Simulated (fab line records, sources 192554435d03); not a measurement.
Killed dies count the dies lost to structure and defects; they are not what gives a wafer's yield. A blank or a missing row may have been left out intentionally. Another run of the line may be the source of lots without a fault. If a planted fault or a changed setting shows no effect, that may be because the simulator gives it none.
fab line records	flow n5-finfet	part 1 of 2: steps 1 to 4 of 6
record: lots: 22	wafers: 66	last-day: 17
route steps=1938 shown MOL_CONTACT_COAG@607 BEOL_M0_SAQP@634
lots that met no fault: taken from a fault-free run of the same line
start-h: hours from the record's opening day to when the first of the lot's shown wafers began	wait-h: hours from the lot's prior step to this one	" the same as in the row above	L1.1+2: a single row standing in for several wafers	- no value, or no start was given	* or withheld: withheld	< > ~ a bound
route shown NAME@n: names a module that has steps shown in the file, with the first one's number in the route	usual: mean/standard deviation taken from wafers without a fault	same: alike in all rows	chamber/n: place in a boat	sites: each site's reading	_std_site: standard deviation across them	_edge_site: the outer-site mean with the inner-site mean subtracted	radius-mm: how far each site lies from the wafer's centre	mask NAME#n: copy n	behind: tool/chamber where the wafer was last shaped	hold: why the lot went on hold/how many hours it stayed there/how the hold came to an end	device: whichever transistor did not switch (one of n, p or np)	end of line: at the end of the route, the tests of the same wafers	a step without rows: its recipe alone	killed: dies lost to structure and defects at the first sort, not the wafer's yield	map: a wafer's dies, marking killed ones x, the rest . and places with no die _
set.NAME: setting as actually run; set.NAME@STEP: the setting as run at that earlier step	model.NAME: the simulator's own value behind a step, which no gauge read
one table for each step of the route and one row for each wafer, over a sample of lots
services: the hour from which a tool's chamber was out of use, counted from the record's first day as start-h (under 0 if before that day), plus the number of hours and why
== steps ==
step: N5_MOL_CONTACT_COAG_ETCH_66
recipe: chemistry: CF4	target: SiARC	target-depth-a: 130	mask-material: CAR-EUV	time-s: 21.7	ion-energy-ev: 80	pressure-mtorr: 40	source-w: 545	bias-w: 36	Ar_flow_sccm: 100	cf4-flow-sccm: 100	ends: cleared
usual: drypump-motor-current-A: 5.6/0.58	etch-rf-on-time-s: 21.6/0.31	oes-product-au: 0.70/0.076	rf-vpp-V: 184.4/0.99	showerhead-plenum-p-Torr: 2.17/0.065	throttle-valve-pct: 15.56/0.22
lot.wafer	tool	chamber	start-h	wait-h	drypump-motor-current-A	etch-rf-on-time-s	oes-product-au	rf-hours-counter-h	rf-vpp-V	showerhead-plenum-p-Torr	throttle-valve-pct
L074.4	rie-diel-04	3	103.69	0.0	5.4	21.2	0.77	25	185.6	2.27	15.32
L074.5	"	0	"	"	5.8	22.0	0.59	-	183.2	2.11	15.88
L074.6	"	1	"	"	6.6	21.7	0.66	-	185.1	2.23	15.84
L075.2	rie-diel-04	0	105.78	0.0	5.8	22.0	0.58	238	183.5	2.11	15.89
L075.3	"	3	"	"	5.4	21.1	0.78	25	185.0	2.27	15.33
L075.5	"	0	"	"	5.8	22.2	0.59	-	183.5	2.11	15.87
L076.2	rie-diel-02	3	111.96	0.0	4.7	22.0	0.65	171	184.0	2.14	15.63
L076.4	"	0	"	"	6.2	21.7	0.57	-	184.8	2.03	15.80
L076.5	"	1	"	"	4.9	21.6	0.73	-	184.7	2.17	15.35
L077.1	rie-diel-02	0	123.36	0.0	6.3	21.7	0.57	257	183.0	2.02	15.80
L077.2	"	3	"	"	4.7	21.9	0.64	176	184.7	2.13	15.62
L077.6	"	1	"	"	4.9	21.6	0.72	-	185.1	2.17	15.36
L078.1	rie-diel-02	1	127.14	0.0	4.9	21.7	0.72	68	183.7	2.17	15.36
L078.3	"	0	"	"	6.2	21.8	0.57	259	182.0	2.02	15.82
L078.6	"	0	"	"	6.2	21.9	0.57	-	182.7	2.02	15.81
L079.1	rie-diel-04	0	134.97	0.0	5.8	22.0	0.58	248	184.3	2.11	15.90
L079.2	"	1	"	"	6.6	21.8	0.65	152	184.2	2.23	15.87
L079.5	"	1	"	"	6.6	21.6	0.64	-	184.3	2.23	15.86
L080.1	rie-diel-03	3	138.26	0.0	4.9	21.6	0.63	176	182.8	2.13	15.74
L080.5	"	0	"	"	6.0	21.8	0.74	-	185.0	2.26	15.43
L080.6	"	3	"	"	4.9	21.2	0.65	-	183.2	2.13	15.74
L081.3	rie-diel-04	2	145.51	0.0	5.7	20.8	0.70	100	185.7	2.15	15.66
L081.5	"	0	"	"	5.8	21.9	0.59	-	184.5	2.11	15.91
L081.6	"	3	"	"	5.4	21.0	0.76	-	185.4	2.27	15.36
L084.1	rie-diel-02	0	158.72	0.0	6.2	21.6	0.85	1	184.8	2.28	15.29
L084.2	"	1	"	"	4.9	22.0	0.69	80	184.8	2.16	15.39
L084.6	"	3	"	"	4.7	22.2	0.63	-	183.2	2.13	15.67
L085.3	rie-diel-03	0	171.54	0.0	6.0	21.4	0.73	67	186.6	2.25	15.45
L085.4	"	3	"	"	4.9	21.3	0.63	-	184.6	2.13	15.74
L085.5	"	0	"	"	6.0	21.6	0.73	-	185.6	2.25	15.46
L086.1	rie-diel-02	0	173.66	0.0	6.2	21.5	0.83	6	186.9	2.28	15.31
L086.2	"	2	"	"	5.5	21.9	0.78	17	183.1	2.11	15.30
L086.5	"	2	"	"	5.5	21.8	0.78	-	184.4	2.11	15.31
L087.1	rie-diel-02	3	178.27	0.0	4.7	21.7	0.63	196	184.5	2.13	15.68
L087.2	"	0	"	"	6.2	21.5	0.81	7	186.0	2.28	15.30
L087.3	"	1	"	"	4.9	21.6	0.70	86	185.3	2.16	15.40
L088.1	rie-diel-04	1	192.20	0.0	6.6	21.8	0.63	177	183.6	2.22	15.89
L088.2	"	3	"	"	5.4	21.2	0.73	61	183.9	2.26	15.41
L088.6	"	3	"	"	5.4	21.3	0.73	-	185.2	2.26	15.39
L089.1	rie-diel-04	3	193.03	0.0	5.4	21.2	0.73	62	185.8	2.26	15.40
L089.2	"	1	"	"	6.6	22.1	0.63	178	183.8	2.22	15.90
L089.4	"	0	"	"	5.8	21.5	0.84	-	183.5	2.11	15.42
L090.3	rie-diel-02	1	196.75	0.0	4.9	21.6	0.69	92	183.2	2.16	15.41
L090.5	"	3	"	"	4.7	22.1	0.62	-	184.1	2.12	15.68
L090.6	"	2	"	"	5.5	21.8	0.76	-	183.1	2.10	15.32
L091.1	rie-diel-04	1	201.73	0.0	6.6	21.6	0.62	181	183.4	2.22	15.93
L091.2	"	3	"	"	5.4	21.3	0.72	66	185.4	2.26	15.42
L091.3	"	0	"	"	5.8	21.5	0.82	7	182.8	2.11	15.44
L092.2	rie-diel-03	2	210.07	0.0	5.4	21.1	0.81	11	183.9	2.10	15.25
L092.4	"	0	"	"	6.0	21.3	0.72	-	184.2	2.25	15.49
L092.6	"	2	"	"	5.4	20.9	0.81	-	183.8	2.10	15.23
L093.2	rie-diel-02	0	212.70	0.0	6.2	21.5	0.80	20	185.8	2.27	15.34
L093.3	"	3	"	"	4.7	21.9	0.61	208	183.0	2.12	15.70
L093.4	"	2	"	"	5.5	21.5	0.76	30	182.5	2.10	15.35
L094.4	rie-diel-03	1	220.60	0.0	5.7	21.3	0.76	-	184.9	2.19	15.33
L094.5	"	2	"	"	5.4	21.1	0.79	-	183.9	2.10	15.26
L094.6	"	0	"	"	6.0	21.5	0.72	-	185.1	2.24	15.49
L095.1	rie-diel-04	0	232.05	0.0	5.8	21.2	0.80	19	182.7	2.10	15.44
L095.4	"	2	"	"	5.7	21.2	0.67	127	182.3	2.15	15.72
L095.5	"	0	"	"	5.8	21.2	0.80	-	183.9	2.10	15.45
L096.1	rie-diel-04	2	232.49	0.0	5.7	21.1	0.67	127	184.1	2.15	15.71
L096.2	"	1	"	"	6.6	21.8	0.62	193	184.3	2.21	15.95
L096.5	"	1	"	"	6.6	21.9	0.62	-	184.7	2.21	15.96
L097.2	rie-diel-02	0	245.59	0.0	6.2	21.5	0.77	31	185.9	2.27	15.36
L097.3	"	3	"	"	4.7	22.2	0.61	221	184.6	2.12	15.72
L097.4	"	1	"	"	4.9	21.9	0.67	109	183.4	2.15	15.45
step: N5_MOL_CONTACT_COAG_ETCHBACK_134
recipe: chemistry: CHF3	target: SiO2	target-depth-a: 100	time-s: 6.7	ion-energy-ev: 200	pressure-mtorr: 30	source-w: 610	bias-w: 170	Ar_flow_sccm: 200	CHF3_flow_sccm: 50
usual: drypump-motor-current-A: 5.5/0.54	oes-product-au: 0.83/0.09	rf-vpp-V: 522/4.2	showerhead-plenum-p-Torr: 2.41/0.071	throttle-valve-pct: 18.62/0.18
lot.wafer	tool	chamber	start-h	wait-h	drypump-motor-current-A	oes-product-au	rf-hours-counter-h	rf-vpp-V	showerhead-plenum-p-Torr	throttle-valve-pct
L074.4	rie-diel-02	2	104.12	0.2	5.5	0.67	250	522	2.35	18.87
L074.5	"	1	"	"	4.9	0.85	-	524	2.41	18.47
L074.6	"	0	"	"	6.2	0.67	-	513	2.25	18.85
L075.2	rie-diel-04	1	106.05	0.1	6.6	0.77	141	532	2.48	19.02
L075.3	"	0	"	"	5.8	0.69	238	520	2.34	18.90
L075.5	"	2	"	"	5.7	0.82	-	523	2.40	18.75
L076.2	rie-diel-04	0	112.34	0.1	5.8	0.68	240	519	2.34	18.91
L076.4	"	1	"	"	6.6	0.77	144	533	2.48	19.01
L076.5	"	0	"	"	5.8	0.69	-	519	2.34	18.90
L077.1	rie-diel-02	1	123.86	0.1	4.9	0.85	66	524	2.41	18.47
L077.2	"	0	"	"	6.2	0.67	257	512	2.25	18.86
L077.6	"	3	"	"	4.7	0.75	-	523	2.38	18.75
L078.1	rie-diel-03	0	127.50	0.2	6.0	0.89	52	523	2.51	18.56
L078.3	"	2	"	"	5.4	0.69	235	520	2.34	18.74
L078.6	"	1	"	"	5.7	0.98	-	517	2.45	18.41
L079.1	rie-diel-03	0	135.38	0.2	6.0	0.87	53	521	2.51	18.56
L079.2	"	3	"	"	4.9	0.75	175	530	2.36	18.76
L079.5	"	3	"	"	4.9	0.75	-	528	2.36	18.79
L080.1	rie-diel-03	3	138.52	0.1	4.9	0.75	176	527	2.36	18.76
L080.5	"	2	"	"	5.4	0.70	-	519	2.34	18.74
L080.6	"	3	"	"	4.9	0.74	-	529	2.36	18.79
L081.3	rie-diel-02	1	146.25	0.1	4.9	0.83	76	524	2.40	18.48
L081.5	"	1	"	"	4.9	0.84	-	524	2.40	18.50
L081.6	"	3	"	"	4.7	0.74	-	523	2.37	18.77
L084.1	rie-diel-03	1	158.98	0.1	5.7	0.94	12	517	2.44	18.43
L084.2	"	2	"	"	5.4	0.69	246	519	2.34	18.75
L084.6	"	0	"	"	6.0	0.87	-	523	2.51	18.57
L085.3	rie-diel-03	3	171.86	0.2	4.9	0.73	189	528	2.36	18.81
L085.4	"	1	"	"	5.7	0.92	-	517	2.44	18.42
L085.5	"	0	"	"	6.0	0.86	-	521	2.50	18.56
L086.1	rie-diel-03	0	173.92	0.1	6.0	0.87	68	521	2.50	18.56
L086.2	"	1	"	"	5.7	0.93	18	516	2.44	18.43
L086.5	"	0	"	"	6.0	0.86	-	523	2.50	18.59
L087.1	rie-diel-02	3	178.93	0.1	4.7	0.74	196	523	2.37	18.77
L087.2	"	2	"	"	5.5	0.92	18	522	2.35	18.50
L087.3	"	0	"	"	6.2	0.95	7	522	2.53	18.44
L088.1	rie-diel-02	0	192.46	0.1	6.2	0.95	12	521	2.53	18.45
L088.2	"	3	"	"	4.7	0.73	201	523	2.37	18.79
L088.6	"	3	"	"	4.7	0.73	-	522	2.37	18.78
L089.1	rie-diel-03	1	193.38	0.1	5.7	0.90	25	517	2.44	18.46
L089.2	"	0	"	"	6.0	0.85	75	523	2.50	18.59
L089.4	"	3	"	"	4.9	0.72	197	527	2.36	18.80
L090.3	rie-diel-04	0	197.01	0.1	5.8	0.97	6	517	2.33	18.53
L090.5	"	2	"	"	5.7	0.80	-	521	2.39	18.81
L090.6	"	3	"	"	5.4	0.86	-	526	2.51	18.53
L091.1	rie-diel-02	0	201.99	0.1	6.2	0.93	16	522	2.53	18.46
L091.2	"	2	"	"	5.5	0.91	26	521	2.34	18.50
L091.3	"	3	"	"	4.7	0.72	205	522	2.37	18.78
L092.2	rie-diel-03	1	210.33	0.1	5.7	0.90	32	518	2.43	18.46
L092.4	"	2	"	"	5.4	0.94	-	521	2.33	18.33
L092.6	"	1	"	"	5.7	0.88	-	517	2.44	18.46
L093.2	rie-diel-04	2	213.15	0.2	5.7	0.79	120	522	2.39	18.80
L093.3	"	0	"	"	5.8	0.95	12	518	2.33	18.54
L093.4	"	1	"	"	6.6	0.74	186	533	2.46	19.06
L094.4	rie-diel-02	0	220.84	0.1	6.2	0.92	21	520	2.53	18.48
L094.5	"	2	"	"	5.5	0.89	-	520	2.34	18.52
L094.6	"	3	"	"	4.7	0.72	-	522	2.36	18.78
L095.1	rie-diel-02	3	232.56	0.1	4.7	0.73	214	522	2.36	18.81
L095.4	"	0	"	"	6.2	0.91	-	519	2.53	18.49
L095.5	"	3	"	"	4.7	0.72	-	523	2.36	18.80
L096.1	rie-diel-03	2	232.83	0.1	5.4	0.91	20	520	2.33	18.35
L096.2	"	1	"	"	5.7	0.88	41	517	2.43	18.47
L096.5	"	1	"	"	5.7	0.87	-	516	2.43	18.47
L097.2	rie-diel-03	2	245.91	0.1	5.4	0.90	25	518	2.33	18.35
L097.3	"	0	"	"	6.0	0.82	94	522	2.49	18.63
L097.4	"	1	"	"	5.7	0.87	47	516	2.43	18.47
step: N5_MOL_CONTACT_COAG_ETCH_67
recipe: chemistry: N2/H2	target: SOC	target-depth-a: 600	overetch-a: 210	mask-material: SiARC	temp-c: 40	time-s: 101.2	ion-energy-ev: 200	pressure-mtorr: 30	source-w: 840	bias-w: 150	n2-flow-sccm: 200	h2-flow-sccm: 200
usual: drypump-motor-current-A: 5.5/0.54	oes-product-au: 0.69/0.073	rf-vpp-V: 524.7/2.4	showerhead-plenum-p-Torr: 2.58/0.081	throttle-valve-pct: 17.73/0.2
lot.wafer	tool	chamber	start-h	wait-h	drypump-motor-current-A	oes-product-au	rf-hours-counter-h	rf-vpp-V	showerhead-plenum-p-Torr	throttle-valve-pct
L074.4	rie-diel-02	2	104.16	0.0	5.5	0.57	250	522.7	2.50	17.98
L074.5	"	1	"	"	4.9	0.71	-	524.1	2.58	17.58
L074.6	"	0	"	"	6.2	0.57	-	518.8	2.40	17.97
L075.2	rie-diel-04	1	106.08	0.0	6.7	0.64	141	526.2	2.65	18.17
L075.3	"	0	"	"	5.8	0.58	238	523.9	2.50	18.07
L075.5	"	2	"	"	5.7	0.69	-	524.9	2.58	17.85
L076.2	rie-diel-04	0	112.37	0.0	5.8	0.58	240	521.4	2.50	18.06
L076.4	"	1	"	"	6.6	0.65	144	526.0	2.65	18.13
L076.5	"	0	"	"	5.8	0.58	-	522.9	2.50	18.05
L077.1	rie-diel-02	1	123.90	0.0	4.9	0.71	66	524.2	2.58	17.55
L077.2	"	0	"	"	6.2	0.57	257	521.0	2.39	17.97
L077.6	"	3	"	"	4.7	0.63	-	524.6	2.53	17.79
L078.1	rie-diel-03	0	127.53	0.0	6.0	0.73	52	527.8	2.69	17.77
L078.3	"	2	"	"	5.4	0.58	235	523.3	2.51	17.90
L078.6	"	1	"	"	5.7	0.81	-	525.7	2.61	17.43
L079.1	rie-diel-03	0	135.41	0.0	6.0	0.73	53	527.4	2.69	17.79
L079.2	"	3	"	"	4.9	0.62	175	523.5	2.53	17.88
L079.5	"	3	"	"	4.9	0.62	-	522.9	2.53	17.87
L080.1	rie-diel-03	3	138.56	0.0	4.9	0.62	176	524.2	2.53	17.88
L080.5	"	2	"	"	5.4	0.58	-	523.4	2.50	17.89
L080.6	"	3	"	"	4.9	0.62	-	523.6	2.53	17.88
L081.3	rie-diel-02	1	146.29	0.0	4.9	0.69	76	523.6	2.58	17.60
L081.5	"	1	"	"	4.9	0.69	-	524.0	2.58	17.60
L081.6	"	3	"	"	4.7	0.62	-	522.8	2.53	17.83
L084.1	rie-diel-03	1	159.01	0.0	5.7	0.79	12	524.2	2.60	17.43
L084.2	"	2	"	"	5.4	0.58	246	523.1	2.50	17.91
L084.6	"	0	"	"	6.0	0.72	-	529.3	2.69	17.80
L085.3	rie-diel-03	3	171.90	0.0	4.9	0.61	189	523.5	2.52	17.88
L085.4	"	1	"	"	5.7	0.78	-	524.8	2.60	17.44
L085.5	"	0	"	"	6.0	0.72	-	527.7	2.69	17.80
L086.1	rie-diel-03	0	173.95	0.0	6.0	0.71	68	528.2	2.69	17.80
L086.2	"	1	"	"	5.7	0.77	18	526.9	2.60	17.45
L086.5	"	0	"	"	6.0	0.72	-	528.4	2.69	17.81
L087.1	rie-diel-02	3	178.96	0.0	4.7	0.62	196	523.1	2.52	17.84
L087.2	"	2	"	"	5.5	0.77	18	522.3	2.49	17.59
L087.3	"	0	"	"	6.2	0.78	8	529.8	2.71	17.54
L088.1	rie-diel-02	0	192.50	0.0	6.2	0.79	12	528.2	2.71	17.55
L088.2	"	3	"	"	4.7	0.62	201	523.4	2.52	17.85
L088.6	"	3	"	"	4.7	0.62	-	522.4	2.52	17.85
L089.1	rie-diel-03	1	193.41	0.0	5.7	0.75	25	525.2	2.60	17.46
L089.2	"	0	"	"	6.0	0.71	75	527.3	2.68	17.82
L089.4	"	3	"	"	4.9	0.60	197	523.7	2.52	17.91
L090.3	rie-diel-04	0	197.05	0.0	5.8	0.80	6	522.4	2.50	17.66
L090.5	"	2	"	"	5.7	0.66	-	523.4	2.56	17.88
L090.6	"	3	"	"	5.4	0.71	-	528.1	2.69	17.54
L091.1	rie-diel-02	0	202.02	0.0	6.2	0.77	16	529.1	2.71	17.55
L091.2	"	2	"	"	5.5	0.75	26	522.1	2.49	17.61
L091.3	"	3	"	"	4.7	0.61	205	521.8	2.52	17.84
L092.2	rie-diel-03	1	210.37	0.0	5.7	0.73	32	524.5	2.59	17.49
L092.4	"	2	"	"	5.4	0.78	-	523.6	2.49	17.45
L092.6	"	1	"	"	5.7	0.75	-	525.3	2.59	17.48
L093.2	rie-diel-04	2	213.19	0.0	5.7	0.65	120	522.2	2.56	17.89
L093.3	"	0	"	"	5.8	0.78	12	522.8	2.49	17.66
L093.4	"	1	"	"	6.6	0.62	186	526.1	2.63	18.22
L094.4	rie-diel-02	0	220.87	0.0	6.2	0.77	21	529.2	2.70	17.55
L094.5	"	2	"	"	5.5	0.74	-	522.0	2.48	17.59
L094.6	"	3	"	"	4.7	0.61	-	523.3	2.52	17.88
L095.1	rie-diel-02	3	232.59	0.0	4.7	0.61	214	523.7	2.52	17.87
L095.4	"	0	"	"	6.3	0.77	-	528.6	2.70	17.56
L095.5	"	3	"	"	4.7	0.60	-	523.6	2.52	17.88
L096.1	rie-diel-03	2	232.86	0.0	5.4	0.75	20	522.4	2.49	17.49
L096.2	"	1	"	"	5.7	0.73	41	524.2	2.59	17.48
L096.5	"	1	"	"	5.7	0.73	-	525.9	2.59	17.50
L097.2	rie-diel-03	2	245.94	0.0	5.4	0.76	25	521.5	2.49	17.50
L097.3	"	0	"	"	6.0	0.69	94	526.7	2.68	17.84
L097.4	"	1	"	"	5.7	0.72	47	524.4	2.59	17.50
step: N5_BEOL_M0_SAQP_HM_DEP_02
recipe: material: TiN	target-thk-a: 120	temp-c: 25	chamber-pressure-pa: 0.49996
usual: throttle-valve-pct: 30.1/0.85
lot.wafer	tool	chamber	start-h	wait-h	throttle-valve-pct
L074.4	pvd-sputter-01	-	111.99	0.7	30.4
L074.5	"	-	"	"	28.9
L074.6	"	-	"	"	30.6
L075.2	pvd-sputter-01	-	112.09	0.8	29.7
L075.3	"	-	"	"	28.9
L075.5	"	-	"	"	30.6
L076.2	pvd-sputter-01	-	117.92	0.9	29.6
L076.4	"	-	"	"	29.0
L076.5	"	-	"	"	30.7
L077.1	pvd-sputter-01	-	130.98	2.4	30.0
L077.2	"	-	"	"	30.5
L077.6	"	-	"	"	30.5
L078.1	pvd-sputter-01	-	132.60	0.4	28.7
L078.3	"	-	"	"	30.8
L078.6	"	-	"	"	29.8
L079.1	pvd-sputter-02	-	140.47	0.4	30.1
L079.2	"	-	"	"	31.3
L079.5	"	-	"	"	29.8
L080.1	pvd-sputter-02	-	157.42	0.9	31.4
L080.5	"	-	"	"	31.5
L080.6	"	-	"	"	30.1
L081.3	pvd-sputter-02	-	157.52	0.7	31.6
L081.5	"	-	"	"	29.8
L081.6	"	-	"	"	30.8
L084.1	pvd-sputter-02	-	164.00	0.3	29.9
L084.2	"	-	"	"	30.5
L084.6	"	-	"	"	29.4
L085.3	pvd-sputter-01	-	176.91	0.3	29.7
L085.4	"	-	"	"	30.7
L085.5	"	-	"	"	28.8
L086.1	pvd-sputter-02	-	180.44	0.8	30.8
L086.2	"	-	"	"	31.6
L086.5	"	-	"	"	31.6
L087.1	pvd-sputter-02	-	185.22	1.6	29.9
L087.2	"	-	"	"	31.7
L087.3	"	-	"	"	29.9
L088.1	pvd-sputter-02	-	197.28	0.1	30.5
L088.2	"	-	"	"	31.5
L088.6	"	-	"	"	29.5
L089.1	pvd-sputter-02	-	200.90	0.7	30.0
L089.2	"	-	"	"	30.0
L089.4	"	-	"	"	31.7
L090.3	pvd-sputter-01	-	204.32	1.1	29.4
L090.5	"	-	"	"	30.8
L090.6	"	-	"	"	29.6
L091.1	pvd-sputter-01	-	207.05	0.4	30.6
L091.2	"	-	"	"	29.8
L091.3	"	-	"	"	28.5
L092.2	pvd-sputter-01	-	215.41	0.2	29.5
L092.4	"	-	"	"	28.5
L092.6	"	-	"	"	29.8
L093.2	pvd-sputter-01	-	218.69	0.5	30.7
L093.3	"	-	"	"	28.8
L093.4	"	-	"	"	30.5
L094.4	pvd-sputter-03	-	226.19	0.3	30.0
L094.5	"	-	"	"	30.6
L094.6	"	-	"	"	28.6
L095.1	pvd-sputter-01	-	240.07	2.0	30.7
L095.4	"	-	"	"	28.7
L095.5	"	-	"	"	30.9
L096.1	pvd-sputter-02	-	241.38	0.3	29.9
L096.2	"	-	"	"	31.5
L096.5	"	-	"	"	29.5
L097.2	pvd-sputter-03	-	250.73	0.1	29.7
L097.3	"	-	"	"	31.8
L097.4	"	-	"	"	29.1
